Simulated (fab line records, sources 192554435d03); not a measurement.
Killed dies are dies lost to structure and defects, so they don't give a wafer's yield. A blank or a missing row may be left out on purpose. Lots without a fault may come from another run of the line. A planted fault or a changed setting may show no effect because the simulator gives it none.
A struck lot beside a sound one | flow n5_finfet | 16 steps out of a route of 1938
Sound: wafers L322.1, L322.4, L322.6. Struck: wafers L337.1, L337.5, L337.6. The cause comes at the end.
At each step with rows: each side's tool, then ch and its chambers, then its first start. Under that, the readings that differ: sound wafers | struck wafers | difference of the means | sigmas: that difference in standard deviations of wafers without a fault.
alike: readings whose means differ by less than 2 such deviations, and words and numbers that are the same on both sides. not compared: withheld readings, readings that some wafer has no value for, bounds like >300 that may hide the same value, and numbers for which the record gives no deviation and whose values overlap.
The two part at a step that has a row with sigmas, a row that says differs or no value, or rows on one side only. Numbers that don't overlap but have no deviation are shown without sigmas and don't part them. A reading that every wafer of one side lacks parts them only if that side has two wafers or more.

first, 12 steps without rows for these wafers: N5_BEOL_M2_DESCUM_33 (chemistry O2, time 7 s); N5_BEOL_M2_ETCH_77 (etches underlayer in N2/H2, target depth 6.5 nm, time 5.2 s); N5_BEOL_M2_ETCH_69 (etches SiARC in CF4, target depth 15.6 nm, time 26 s); N5_BEOL_M2_ALD_98 (deposits SiO2, target thk 2.5 nm, pulse time 1 s, co reactant pulse time 1 s); N5_BEOL_M2_ETCHBACK_99 (etches SiO2 in CHF3, target depth 5 nm, time 10.4 s); N5_BEOL_M2_ETCH_70 (etches SOC in N2/H2, target depth 80 nm, overetch 24 nm, time 130 s); N5_BEOL_M2_STRIP_71 (strips in N2/H2); N5_BEOL_M2_STRIP_78 (strips in N2/H2); N5_BEOL_M2_VIA_ETCH_34 (etches the open film in C4F6/O2, target depth 69.4 nm, time 65.9 s); N5_BEOL_M2_STRIP_83 (strips in C4F6/O2); N5_BEOL_M2_STRIP_36 (strips in N2/H2); N5_BEOL_M2_TRENCH_ETCH_37 (etches SiOC in C4F6/O2, target depth 55.555 nm, time 29.2 s).
N5_BEOL_M2_ETCH_41: etches SiCN in CH3F/O2, target depth 29.9 nm, time 52.5 s.
  sound on rie_diel-05 ch 0,2,3, day 7 04:51; struck on rie_diel-02 ch 1,3, day 10 21:05
  no value came back on the struck wafers for any of 7 readings (CH3F_flow_sccm (sccm), O2_flow_sccm (sccm) and others); on the sound wafers CH3F_flow_sccm (sccm) reads 30.08 29.84 30.05
  not compared: rf_hours_counter_h
then, 1 step without rows for these wafers: N5_BEOL_M2_STRIP_97 (strips in N2/H2, time 10 s).
N5_BEOL_M4_RC_MEAS_101:
  the record has rows for the sound wafers here (prober-01 ch 0, day 9 06:19) and none for the struck ones
-- the record jumps here: 6 days lie between the struck wafers' starts before and after (it left off in module BEOL_M4 and takes up again in module PASSIVATION, whose first step shown is number 1936 of the route) --
N5_PASSIVATION_PROBE_49:
  sound on prober-01, day 13 11:02; struck on prober-02, day 17 08:25
  reading                  | sound          | struck         | difference | sigmas
  defect_limited_yield (%) | 91.2 93.1 90.2 | 0 0 0          | -92        | -70
  killed_at_M0_to_M3       | 40 18 30       | 1117 1114 1116 | +1086      | +99 or more
  killed_dies              | 104 82 116     | 1180 1180 1180 | +1079      | +72
  killed_on_rim            | 12 9 16        | 152 152 152    | +140       | +35
  sort_bin_5_function (%)  | 5.4 4.0 6.1    | 96.2 95.8 96.8 | +91.1      | +99 or more
  sort_n_pass              | 1076 1098 1064 | 0 0 0          | -1079      | -72
  sort_yield_pct (%)       | 91.2 93.1 90.2 | 0 0 0          | -92        | -70
  alike: killed_at_M4_up, killed_at_contacts, killed_at_front_end, killed_at_other, killed_open, killed_short, sort_bin_6_memory

WHERE THEY PART
First at N5_BEOL_M2_ETCH_41; last, within this record, at N5_PASSIVATION_PROBE_49.

WHY: what the simulator had put in
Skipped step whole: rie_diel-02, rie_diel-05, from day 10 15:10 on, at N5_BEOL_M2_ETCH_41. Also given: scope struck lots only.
